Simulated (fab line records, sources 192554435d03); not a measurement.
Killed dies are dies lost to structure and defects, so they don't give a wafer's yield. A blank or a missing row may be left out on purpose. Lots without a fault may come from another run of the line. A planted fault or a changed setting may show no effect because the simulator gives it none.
Which tool did it? | flow n5_finfet | 8 lots, 24 wafers sampled, at 4 steps of a route of 1938

WHAT THE GAUGES READ, wafer by wafer
N5_BEOL_M4_RC_MEAS_101. Usual: DIBL_N 36.2 mV/V, standard deviation 1.7; DIBL_P 36.2 mV/V, standard deviation 2.2; IOFF_N 0.16 nA/um, standard deviation 0.035; IOFF_P 0.21 nA/um, standard deviation 0.042; ION_N 673 uA/um, standard deviation 13; ION_P 462 uA/um, standard deviation 7.9; SS_N 71.4 mV/dec, standard deviation 0.59; SS_P 73.2 mV/dec, standard deviation 0.7; VT_N 250 mV, standard deviation 3.6; VT_P -251 mV, standard deviation 3.5.
lot  | measured     | on        | DIBL_N (mV/V)  | DIBL_P (mV/V)  | IOFF_N (nA/um) | IOFF_P (nA/um) | ION_N (uA/um) | ION_P (uA/um) | SS_N (mV/dec)  | SS_P (mV/dec)  | VT_N (mV)   | VT_P (mV)      | flag
L989 | day 7 14:49  | prober-01 | 39.5 37.5 34.2 | 39.9 36.7 33.5 | 0.20 0.17 0.11 | 0.24 0.20 0.15 | 672 681 642   | 458 461 443   | 72.9 71.9 71.0 | 74.6 74.5 72.4 | 248 253 256 | -248 -251 -256 |
L990 | day 7 23:13  | prober-01 | 36.3 38.7 36.4 | 36.1 40.1 38.5 | 0.14 0.21 0.17 | 0.19 0.25 0.22 | 653 688 674   | 446 461 465   | 70.9 72.5 71.4 | 73.0 74.0 73.9 | 250 243 248 | -252 -247 -251 |
L992 | day 8 07:13  | prober-02 | 36.6 39.1 39.0 | 37.7 41.7 41.1 | 0.20 0.27 0.27 | 0.26 0.34 0.34 | 688 713 696   | 468 482 476   | 72.1 71.7 72.7 | 73.4 74.9 74.9 | 243 240 240 | -246 -244 -243 |
L996 | day 9 19:28  | prober-02 | 37.3 37.1 36.5 | 37.1 38.6 36.5 | 0.18 0.19 0.16 | 0.24 0.27 0.22 | 676 691 682   | 468 477 463   | 71.6 71.7 71.3 | 72.4 73.7 72.6 | 249 246 250 | -248 -247 -250 |
L100 | day 11 00:17 | prober-01 | 33.6 35.7 33.9 | 32.4 35.6 32.6 | 0.11 0.14 0.11 | 0.16 0.21 0.17 | 655 661 666   | 450 459 455   | 70.5 70.5 70.8 | 71.7 73.2 73.0 | 251 249 255 | -253 -251 -253 |
L108 | day 12 23:57 | prober-01 | 35.2 37.4 36.4 | 34.0 36.2 34.2 | 0.13 0.18 0.15 | 0.18 0.22 0.19 | 668 685 661   | 460 467 455   | 71.4 71.3 70.8 | 72.7 72.8 73.1 | 250 245 249 | -253 -251 -252 |
L110 | day 13 14:12 | prober-01 | 37.8 36.2 37.1 | 37.2 34.0 34.9 | 0.16 0.12 0.15 | 0.25 0.19 0.21 | 669 673 675   | 459 462 470   | 71.8 71.5 70.9 | 73.6 72.6 72.3 | 247 255 249 | -247 -251 -249 |
L111 | day 13 15:37 | prober-02 | 37.0 34.4 37.7 | 36.1 33.8 37.8 | 0.16 0.12 0.18 | 0.21 0.17 0.24 | 668 666 678   | 459 457 459   | 71.3 71.0 71.8 | 72.9 71.9 73.3 | 251 255 247 | -250 -253 -249 |

N5_BEOL_M6_CD_MEAS_28: target cd 40 nm. Usual: cd_nm 39.96 nm, standard deviation 0.24.
lot  | measured     | on        | cd_nm (nm)        | flag
L989 | day 8 09:00  | cd_sem-02 | 40.13 39.86 40.14 |
L990 | day 8 15:45  | cd_sem-02 | 39.83 40.15 40.01 |
L992 | day 9 05:30  | cd_sem-01 | 39.92 39.90 39.75 |
L996 | day 10 11:29 | cd_sem-01 | 40.44 40.15 40.07 |
L100 | day 11 20:52 | cd_sem-03 | 39.64 39.88 39.77 |
L108 | day 13 14:30 | cd_sem-03 | 36.00 36.18 36.23 | OFF
L110 | day 14 10:52 | cd_sem-01 | 37.39 36.96 36.93 | OFF
L111 | day 14 10:42 | cd_sem-03 | 39.86 39.54 40.20 |

WHICH TOOL RAN EACH LOT (tool, then ch and the chambers of the sampled wafers, then the start)
lot  | N5_BEOL_M5_PRE_CLEAN_77          | N5_BEOL_M6_EXPOSE_25
L989 | cvd_co-02 ch 0,1, day 8 03:46    | euv_scanner-01 ch 0, day 8 08:52
L990 | cvd_co-01 ch 0,1,2, day 8 10:39  | euv_scanner-02 ch 0, day 8 15:38
L992 | cvd_co-01 ch 0,1,2, day 9 00:48  | euv_scanner-02 ch 0, day 9 05:22
L996 | cvd_co-02 ch 0,1,2, day 10 06:52 | euv_scanner-01 ch 0, day 10 11:21
L100 | cvd_co-02 ch 0,2, day 11 17:38   | euv_scanner-01 ch 0, day 11 20:44
L108 | cvd_co-02 ch 0,2, day 13 11:10   | euv_scanner-01 ch 0, day 13 14:22
L110 | cvd_co-02 ch 0,2, day 14 02:35   | euv_scanner-01 ch 0, day 14 10:44
L111 | cvd_co-01 ch 0,1,2, day 14 02:53 | euv_scanner-02 ch 0, day 14 10:34
- N5_BEOL_M5_PRE_CLEAN_77: time 15 s.
- N5_BEOL_M6_EXPOSE_25: exposes mask V5, target cd 40 nm.

WHAT THE TOOLS THEMSELVES READ (means of the sampled wafers that have a number; where no wafer has one, the mark that the record gives instead)
N5_BEOL_M5_PRE_CLEAN_77. Usual: heater_power_w 95 W, standard deviation 35.
lot  | tool      | heater_power_w (W) | flag
L989 | cvd_co-02 | 78                 |
L990 | cvd_co-01 | 102                |
L992 | cvd_co-01 | 103                |
L996 | cvd_co-02 | 89                 |
L100 | cvd_co-02 | 117                |
L108 | cvd_co-02 | 118                |
L110 | cvd_co-02 | 101                |
L111 | cvd_co-01 | 104                |

N5_BEOL_M6_EXPOSE_25. Usual: exposure_dose_mJ_cm2 44.90, standard deviation 0.093.
lot  | tool           | exposure_dose_mJ_cm2 | flag
L989 | euv_scanner-01 | 44.84                |
L990 | euv_scanner-02 | 44.99                |
L992 | euv_scanner-02 | 45.03                |
L996 | euv_scanner-01 | 44.87                |
L100 | euv_scanner-01 | 44.83                |
L108 | euv_scanner-01 | 38.67                | OFF
L110 | euv_scanner-01 | 39.83                | OFF
L111 | euv_scanner-02 | 44.99                |

THE ANSWER, worked out from the rows above alone
Rule: a lot is off if the mean of its wafers that have a number lies more than 3 standard deviations from the usual mean. A lot without any number at a reading at which 4 lots or more have one is off too. The other lots that the step has rows for count as sound. The gauges are gone through in route order, then the tools' own readings, and for those a lot's mean is taken as printed above. The first step at which some lot is off is used, and at that step the reading that is off furthest; a lot without a number counts as furthest.
Off: L108, L110, at N5_BEOL_M6_CD_MEAS_28 (cd_nm).
A tool fits if, at a process step before that reading, it ran every lot that is off, and no sound lot after the first of them. The gauges at N5_BEOL_M6_CD_MEAS_28 aren't tried: what is off there is off at N5_BEOL_M6_EXPOSE_25 too, on other tools, and a gauge's error can't cause that. Can't be told from this: 2 tools fit, cvd_co-02 at N5_BEOL_M5_PRE_CLEAN_77, euv_scanner-01 at N5_BEOL_M6_EXPOSE_25.

WHAT THE SIMULATOR HAD PUT IN
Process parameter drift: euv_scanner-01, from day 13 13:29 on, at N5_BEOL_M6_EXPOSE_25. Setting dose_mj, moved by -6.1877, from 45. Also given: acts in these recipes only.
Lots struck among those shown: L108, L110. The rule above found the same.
